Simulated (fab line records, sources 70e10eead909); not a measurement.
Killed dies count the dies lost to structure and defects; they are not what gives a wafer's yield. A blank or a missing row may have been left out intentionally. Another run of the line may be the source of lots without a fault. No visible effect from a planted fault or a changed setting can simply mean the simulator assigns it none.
fab line records	flow nand_harc
[record] lots = 6	wafers = 18	last_day = 32
route steps=1302 shown A_CONTACT@1022 END@1302
lots that met no fault: from a run of the same line without faults
start_h: hours from the record's opening day to when the first of the lot's shown wafers began	wait_h: hours elapsed since this lot's preceding step	" as in the row above	L1.1+2: a row that stands for several wafers	- no value present, or no start provided	* or withheld: withheld	< > ~ a bound
route shown NAME@n: NAME is a module with steps in the file, n the number in the route of the first one	usual: mean/standard deviation of fault-free wafers	same: alike in all rows	chamber/n: place in a boat	sites: readings site by site	_std_site: standard deviation across them	_edge_site: outer sites' mean less inner sites'	radius_mm: how far each site lies from the wafer's centre	mask NAME#n: copy n	behind: tool/chamber where the wafer was last shaped	hold: why the lot went on hold/how many hours it stayed there/how the hold came to an end	device: which transistor (n, p or np) failed to switch	end of line: the route-end tests of the same wafers	a step with no rows: only its recipe	killed: dies lost to structure and defects at the first sort, not the wafer's yield	map: a wafer's dies, marking killed ones x, the rest . and places with no die _
set.NAME: the setting the step ran with; set.NAME@STEP: the setting that earlier step ran with	model.NAME: the simulator's own value behind a step, which no gauge read
a table for each step, a row for each wafer; lots at some steps of the route
services: a tool's chamber out of use, with start hour (start_h, from the record's first day; less than 0 if before it), hours out, and reason
[[steps]]
[step NHARC_A_CONTACT_STRIP_100]
[recipe] cf4_flow_sccm = 100	chf3_flow_sccm = 30	ar_flow_sccm = 0	bias_w = 0	chemistry = CF4/CHF3
[step NHARC_A_CONTACT_STRIP_101]
[recipe] o2_flow_sccm = 400	cos_flow_sccm = 20	ar_flow_sccm = 0	bias_w = 0	chemistry = O2/COS
[step NHARC_A_CONTACT_ETCH_102]
[recipe] target_depth_a = 1000	overetch_a = 100	time_s = 55	ion_energy_ev = 100	cf4_flow_sccm = 80	o2_flow_sccm = 20	ar_flow_sccm = 0	rf_w = 300	bias_w = 100	chemistry = CF4/O2
[usual] chamber_pressure_mTorr = 30.004/0.029	drypump_motor_current_A = 5.90/0.24	oes_product_au = 0.994/0.014	rf_vpp_V = 197.2/1.1	showerhead_plenum_p_Torr = 1.31/0.038	throttle_valve_pct = 13.397/0.0096
lot.wafer	tool	chamber	start_h	wait_h	chamber_pressure_mTorr	drypump_motor_current_A	oes_product_au	rf_hours_counter_h	rf_vpp_V	showerhead_plenum_p_Torr	throttle_valve_pct
L396.3	rie_diel-12	1	515.45	0.1	30.000	5.83	1.006	20	196.6	1.33	13.399
L396.1	"	3	"	"	29.966	5.56	0.964	17	195.7	1.26	13.392
L396.5	"	1	"	"	30.027	5.81	1.007	-	198.0	1.33	13.396
L398.3	rie_diel-08	0	540.80	0.0	29.957	6.07	0.981	27	199.1	1.34	13.396
L398.4	"	1	"	"	30.001	6.06	1.021	29	197.4	1.34	13.401
L398.5	"	1	"	"	29.996	6.06	1.018	-	198.3	1.34	13.396
L403.4	rie_diel-12	0	595.05	0.2	30.002	5.81	0.990	41	196.1	1.28	13.401
L403.1	"	2	"	"	29.973	5.81	0.961	49	196.6	1.32	13.400
L403.5	"	3	"	"	30.001	5.58	0.966	-	196.0	1.26	13.399
L405.3	rie_diel-08	3	608.48	0.1	29.976	5.59	0.987	11	195.9	1.25	13.399
L405.2	"	0	"	"	29.997	6.04	0.997	9	197.0	1.34	13.399
L405.4	"	2	"	"	30.036	6.32	0.988	11	198.3	1.35	13.389
L412.2	rie_diel-12	3	683.73	0.1	29.998	5.58	0.975	12	195.7	1.25	13.391
L412.4	"	0	"	"	30.013	5.82	0.991	12	196.5	1.27	13.413
L412.6	"	3	"	"	30.022	5.60	0.977	-	197.2	1.25	13.395
L411.3	rie_diel-12	3	690.55	0.1	30.019	5.58	0.989	13	195.6	1.25	13.400
L411.1	"	0	"	"	29.979	5.83	1.004	13	194.8	1.27	13.387
L411.5	"	2	"	"	29.963	5.80	0.996	-	197.9	1.32	13.374
[step NHARC_A_CONTACT_STRIP_55]
[recipe] o2_flow_sccm = 500	ar_flow_sccm = 0	bias_w = 0	chemistry = O2
[usual] chamber_pressure_mTorr = 60.01/0.054	drypump_motor_current_A = 5.91/0.24	oes_product_au = 0.993/0.014	rf_vpp_V = 57.7/0.91	showerhead_plenum_p_Torr = 3.45/0.097	throttle_valve_pct = 17.037/0.0086
lot.wafer	tool	chamber	start_h	wait_h	chamber_pressure_mTorr	drypump_motor_current_A	oes_product_au	rf_hours_counter_h	rf_vpp_V	showerhead_plenum_p_Torr	throttle_valve_pct
L396.3	rie_diel-12	0	-	-	60.02	5.87	1.005	19	55.7	3.39	17.026
L396.1	"	1	"	"	60.02	5.84	1.013	20	58.5	3.52	17.035
L396.5	"	2	"	"	60.02	5.78	0.981	-	57.9	3.51	17.031
L398.4	rie_diel-08	2	-	-	60.02	6.34	0.987	31	59.4	3.59	17.040
L398.3	"	1	"	"	60.11	6.05	1.025	29	59.3	3.53	17.044
L398.5	"	3	"	"	59.97	5.63	1.005	-	58.1	3.31	17.022
L403.1	rie_diel-12	0	-	-	59.98	5.90	0.998	41	56.2	3.38	17.042
L403.4	"	2	"	"	60.03	5.83	0.977	49	59.3	3.50	17.036
L403.5	"	0	"	"	60.04	5.84	1.006	-	56.0	3.38	17.043
L405.3	rie_diel-08	1	-	-	59.97	6.05	0.998	9	57.1	3.53	17.033
L405.4	"	3	"	"	60.10	5.64	0.997	11	56.7	3.31	17.031
L405.2	"	0	"	"	59.97	6.08	1.001	9	58.4	3.54	17.041
L412.2	rie_diel-12	3	-	-	59.94	5.59	0.979	12	56.5	3.32	17.041
L412.4	"	0	"	"	60.02	5.82	1.000	12	57.0	3.37	17.036
L412.6	"	2	"	"	60.08	5.78	0.990	-	58.0	3.48	17.029
L411.3	rie_diel-12	0	-	-	59.91	5.86	0.994	13	56.6	3.37	17.038
L411.1	"	2	"	"	60.08	5.80	0.992	17	57.9	3.48	17.039
L411.5	"	0	"	"	59.89	5.84	0.992	-	57.0	3.37	17.042
[step NHARC_A_CONTACT_STRIP_56]
[recipe] time_s = 600	temp_c = 30	chemistry = post_etch_residue_remover
[step NHARC_A_CONTACT_DEP_57]
[recipe] target_thk_a = 53000	temp_c = 400	material = aC
[usual] susceptor_temp_C = 400.02/0.22	throttle_valve_pct = 35.000/0.009
lot.wafer	tool	chamber	start_h	wait_h	susceptor_temp_C	throttle_valve_pct
L396.1	acl_dep-02	0	516.77	-	-	34.997
L396.3	"	0	517.83	-	-	34.986
L396.5	"	0	518.88	-	-	35.017
L398.3	acl_dep-03	0	543.17	-	400.45	34.983
L398.4	"	0	"	"	400.02	35.006
L398.5	"	0	"	"	400.11	35.002
L403.1	acl_dep-02	0	595.75	-	-	34.997
L403.4	"	0	597.35	-	-	35.006
L403.5	"	0	"	"	-	35.001
L405.2	acl_dep-03	0	614.48	-	-	35.007
L405.3	"	0	"	"	-	35.001
L405.4	"	0	"	"	-	35.005
L412.2	acl_dep-03	0	686.30	-	-	35.013
L412.4	"	0	687.37	-	-	35.001
L412.6	"	0	688.44	-	-	35.002
L411.1	acl_dep-02	0	691.21	-	400.29	34.992
L411.3	"	0	692.29	-	399.94	34.993
L411.5	"	0	693.37	-	400.10	34.987
[step NHARC_A_CONTACT_DEP_58]
[recipe] target_thk_a = 900	target_thk_nm = 90	temp_c = 400	pressure_torr = 3.5	flow_sccm = 200	rf_w = 350	material = SiON
[usual] heater_power_w = 737/81	susceptor_temp_C = 400.01/0.22
lot.wafer	tool	chamber	start_h	wait_h	heater_power_w	since_wet_clean_h	susceptor_temp_C
L396.3	pecvd-04	2	519.96	1.6	732	57	400.07
L396.1	"	1	"	"	649	57	400.09
L396.5	"	0	"	"	816	-	399.87
L398.3	pecvd-04	0	545.37	1.6	725	82	400.21
L398.5	"	1	"	"	698	-	400.26
L398.4	"	2	"	"	774	-	399.65
L403.1	pecvd-04	2	599.02	2.7	751	136	400.07
L403.4	"	0	"	"	816	-	400.27
L403.5	"	1	"	"	664	-	399.62
L405.2	pecvd-02	2	617.17	2.2	871	15	399.95
L405.3	"	0	"	"	631	15	399.72
L405.4	"	1	"	"	720	-	400.15
L412.2	pecvd-04	0	688.99	2.2	745	45	399.99
L412.4	"	0	"	"	735	-	400.42
L412.6	"	1	"	"	635	-	399.87
L411.1	pecvd-04	1	694.48	2.7	717	50	399.75
L411.3	"	0	"	"	726	50	399.91
L411.5	"	1	"	"	707	-	400.00
[step NHARC_A_CONTACT_DEHYDRATE_59]
[recipe] temp_c = 150	time_s = 120
[step NHARC_A_CONTACT_HMDS_60]
[recipe] time_s = 30
[step NHARC_A_CONTACT_COAT_61]
[recipe] temp_c = 260	time_s = 75
[step NHARC_A_CONTACT_COAT_62]
[recipe] temp_c = 225	time_s = 65
[step NHARC_A_CONTACT_COAT_63]
[recipe] spin_rpm = 1500	resist_thk_nm = 90
[step NHARC_A_CONTACT_SOFTBAKE_64]
[recipe] temp_c = 105	time_s = 55
[usual] heater_power_total_W = 188.46/0.14
lot.wafer	tool	chamber	start_h	wait_h	heater_power_total_W
L396.1	litho_track-04	0	520	-	188.35
L396.3	"	0	"	"	188.39
L396.5	"	0	"	"	188.48
L398.3	litho_track-04	0	545	-	188.37
L398.4	"	0	"	"	188.48
L398.5	"	0	"	"	188.69
L403.1	litho_track-04	0	599	-	192.75
L403.4	"	0	"	"	192.92
L403.5	"	0	"	"	192.86
L405.2	litho_track-04	0	617	-	192.74
L405.3	"	0	"	"	192.97
L405.4	"	0	"	"	192.75
L412.2	litho_track-01	0	689	-	188.40
L412.4	"	0	"	"	188.36
L412.6	"	0	"	"	188.21
L411.1	litho_track-04	0	694	-	188.30
L411.3	"	0	"	"	188.42
L411.5	"	0	"	"	188.48
[step NHARC_A_CONTACT_EBR_65]
[step NHARC_END_SORT_01]
[recipe] temp_c = 25
[usual] killed_at_array = 52/19	killed_at_other = 1.0/1.2	killed_at_periphery = 4.1/2.8	killed_dies = 57/19	killed_open = 3.1/1.7	killed_short = 2.5/1.5
[same] gross_dies = 677
lot.wafer	tool	chamber	start_h	wait_h	killed_at_array	killed_at_other	killed_at_periphery	killed_dies	killed_open	killed_short
L396.1	prober-02	0	575.19	2.5	46	1	10	57	3	2
L396.3	prober-02	0	576.79	3.1	59	1	8	68	3	2
L396.5	prober-02	0	578.39	3.7	42	0	5	47	0	1
L398.3	prober-02	0	607.23	3.1	54	1	3	58	0	2
L398.4	prober-02	0	608.02	3.4	51	0	3	54	2	1
L398.5	prober-02	0	608.82	3.7	59	0	9	68	5	7
L403.1	prober-02	0	662.07	2.5	68	2	3	73	6	4
L403.4	prober-02	0	664.44	3.4	54	2	4	60	4	1
L403.5	prober-02	0	665.23	3.7	27	0	4	31	1	1
L405.2	prober-01	0	675.64	2.8	15	1	10	26	2	0
L405.3	prober-01	0	676.43	3.1	17	3	12	32	2	7
L405.4	prober-01	0	677.22	3.4	23	1	9	33	2	3
L412.2	prober-01	0	750.10	2.8	82	0	2	84	2	1
L412.4	prober-01	0	751.68	3.4	58	1	3	62	4	2
L412.6	prober-01	0	753.27	4.0	69	0	0	69	6	4
// killed by level:class
L396.1 A_CHANNEL_HOLE_D1:chamber_film_flake=24 A_CONTACT:chamber_film_flake=6 A_WL_FILL:chamber_film_flake=5 A_CHANNEL_HOLE_D2:chamber_film_flake=4 P_GATE:chamber_film_flake=3 P_CONTACT:chamber_film_flake=3 A_STAIRCASE:chamber_film_flake=3 P_CONTACT:geometric_particle:open=1
L396.3 A_CHANNEL_HOLE_D1:chamber_film_flake=37 A_CHANNEL_HOLE_D2:chamber_film_flake=5 A_WL_FILL:chamber_film_flake=5 A_STAIRCASE:chamber_film_flake=4 P_STI:chamber_film_flake=3 P_ZERO_WELL:chamber_film_flake=2 P_GATE:geometric_particle:open=1 A_DECK1_JOINT:geometric_particle:open=1
L396.5 A_CHANNEL_HOLE_D1:chamber_film_flake=22 A_STAIRCASE:chamber_film_flake=7 A_CHANNEL_HOLE_D2:chamber_film_flake=5 P_ZERO_WELL:chamber_film_flake=3 A_WL_FILL:chamber_film_flake=3 A_CONTACT:chamber_film_flake=2 A_DECK1_JOINT:geometric_particle:short=1 P_GATE:chamber_film_flake=1
L398.3 A_CHANNEL_HOLE_D1:chamber_film_flake=31 A_CHANNEL_HOLE_D2:chamber_film_flake=6 A_CONTACT:chamber_film_flake=6 A_STAIRCASE:chamber_film_flake=3 P_M2:chamber_film_flake=2 A_DECK1_JOINT:chamber_film_flake=2 A_CHANNEL_FILL_D2:chamber_film_flake=2 A_CHANNEL_HOLE_D2:geometric_particle:short=1
L398.4 A_CHANNEL_HOLE_D1:chamber_film_flake=29 A_CHANNEL_HOLE_D2:chamber_film_flake=9 A_CHANNEL_FILL_D2:chamber_film_flake=4 P_M2:chamber_film_flake=2 A_DECK1_JOINT:chamber_film_flake=2 A_CONTACT:chamber_film_flake=2 A_CHANNEL_HOLE_D1:geometric_particle:short=1 A_DECK1_JOINT:geometric_particle:open=1
L398.5 A_CHANNEL_HOLE_D1:chamber_film_flake=38 A_CHANNEL_HOLE_D2:chamber_film_flake=6 P_M2:chamber_film_flake=5 A_CHANNEL_FILL_D1:geometric_particle:short=2 A_WL_FILL:geometric_particle:open=2 P_STI:chamber_film_flake=2 P_GATE:geometric_particle:short=1 A_ONON_D2:geometric_particle:short=1
L403.1 A_SLIT:chamber_film_flake=34 A_CHANNEL_HOLE_D1:chamber_film_flake=10 A_CHANNEL_HOLE_D2:chamber_film_flake=9 A_M0:geometric_particle:open=3 A_ZERO_WELL:chamber_film_flake=3 A_CONTACT:chamber_film_flake=2 THIN_TSV:chamber_film_flake=2 P_M0:geometric_particle:short=1
L403.4 A_SLIT:chamber_film_flake=27 A_CHANNEL_HOLE_D2:chamber_film_flake=12 P_GATE:chamber_film_flake=4 A_ZERO_WELL:chamber_film_flake=3 A_CHANNEL_FILL_D1:chamber_film_flake=3 A_CONTACT:chamber_film_flake=2 A_ONON_D1:geometric_particle:open=1 A_DECK1_JOINT:geometric_particle:open=1
L403.5 A_SLIT:chamber_film_flake=13 A_CHANNEL_HOLE_D2:chamber_film_flake=6 P_GATE:chamber_film_flake=2 A_CHANNEL_HOLE_D1:chamber_film_flake=2 P_M0:geometric_particle:open=1 A_ONON_D1:geometric_particle:short=1 P_BONDPAD:chamber_film_flake=1 A_ZERO_WELL:chamber_film_flake=1
L405.2 A_CHANNEL_HOLE_D1:chamber_film_flake=8 P_GATE:chamber_film_flake=5 P_BONDPAD:chamber_film_flake=4 A_SLIT:chamber_film_flake=2 A_WL_FILL:chamber_film_flake=2 A_CHANNEL_HOLE_D2:geometric_particle:open=1 A_M0:geometric_particle:open=1 P_STI:chamber_film_flake=1
L405.3 P_GATE:chamber_film_flake=8 P_BONDPAD:chamber_film_flake=3 A_CHANNEL_HOLE_D1:chamber_film_flake=2 A_STAIRCASE:chamber_film_flake=2 A_SLIT:chamber_film_flake=2 HYBRID_BOND:chamber_film_flake=2 A_CHANNEL_FILL_D1:geometric_particle:short=1 A_DECK1_JOINT:geometric_particle:short=1
L405.4 A_CHANNEL_HOLE_D1:chamber_film_flake=9 P_GATE:chamber_film_flake=4 P_BONDPAD:chamber_film_flake=3 A_STAIRCASE:chamber_film_flake=3 A_WL_FILL:chamber_film_flake=3 A_CONTACT:chamber_film_flake=3 P_M0:geometric_particle:short=1 P_M1:geometric_particle:open=1
L412.2 A_CHANNEL_HOLE_D1:chamber_film_flake=34 A_CHANNEL_HOLE_D2:chamber_film_flake=24 A_SLIT:chamber_film_flake=9 A_CONTACT:chamber_film_flake=6 A_ZERO_WELL:chamber_film_flake=3 A_CHANNEL_FILL_D2:chamber_film_flake=2 P_M1:geometric_particle:open=1 A_M0:geometric_particle:open=1
L412.4 A_CHANNEL_HOLE_D1:chamber_film_flake=29 A_CHANNEL_HOLE_D2:chamber_film_flake=10 A_CONTACT:chamber_film_flake=6 A_SLIT:chamber_film_flake=5 P_M0:geometric_particle:open=2 A_ZERO_WELL:chamber_film_flake=2 P_M1:geometric_particle:open=1 A_ONON_D1:geometric_particle:short=1
L412.6 A_CHANNEL_HOLE_D1:chamber_film_flake=33 A_CHANNEL_HOLE_D2:chamber_film_flake=8 A_CONTACT:chamber_film_flake=7 A_SLIT:chamber_film_flake=6 A_ZERO_WELL:chamber_film_flake=4 A_M0:geometric_particle:open=3 A_DECK1_JOINT:geometric_particle:short=2 A_DECK1_JOINT:geometric_particle:open=1
[[services]]
tool	chamber	start_h	hours	kind
litho_track-01	-	505.00	7.0	pm
rie_diel-12	0	505.73	-	clean
rie_diel-12	1	505.73	-	clean
rie_diel-12	2	505.73	-	clean
rie_diel-12	3	505.73	-	clean
rie_diel-12	0	531.80	-	clean
rie_diel-12	1	531.80	-	clean
rie_diel-08	-	544.86	9.0	pm
litho_track-04	-	553.00	7.0	pm
rie_diel-12	0	576.81	15.6	repair
rie_diel-08	0	578.58	4.5	repair
pecvd-02	-	589.29	13.0	pm
rie_diel-12	-	598.60	0.9	repair
rie_diel-12	1	603.50	19.8	repair
acl_dep-02	-	609.70	13.0	pm
rie_diel-12	-	625.01	9.0	pm
pecvd-04	-	631.37	13.0	pm
rie_diel-08	3	639.83	13.3	repair
rie_diel-08	3	656.70	1.3	repair
acl_dep-03	-	662.07	13.0	pm
rie_diel-12	1	678.30	1.5	repair
rie_diel-08	1	679.84	5.6	repair
litho_track-01	-	680.00	7.0	pm
rie_diel-08	2	682.15	12.8	repair
[[key]]
[first_sign] step = NHARC_A_CONTACT_SOFTBAKE_64	reading = heater_power_total_W	direction = up	sigmas = 31	usual = *	struck = *
effect none on later readings
met_at NHARC_A_CONTACT_SOFTBAKE_64
struck_wafers L403.1,L403.4,L403.5,L405.2,L405.3,L405.4
tester_left_out L403,L405
onset_between 545 599
[fault] kind = process_parameter_drift	tool = litho_track-04	chamber = -	onset_h = 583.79	steps = NHARC_A_CONTACT_SOFTBAKE_64	channel = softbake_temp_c	offset = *	shape = step	end_h = 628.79	acts_in = *	stated = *
// tester_left_out: of these lots the tester's yield and bins aren't shown, on N5 and GAA mostly nor the transistor test; their killed dies are dies lost to structure and defects alone, not to doping, threshold or leakage, so they don't give the yield
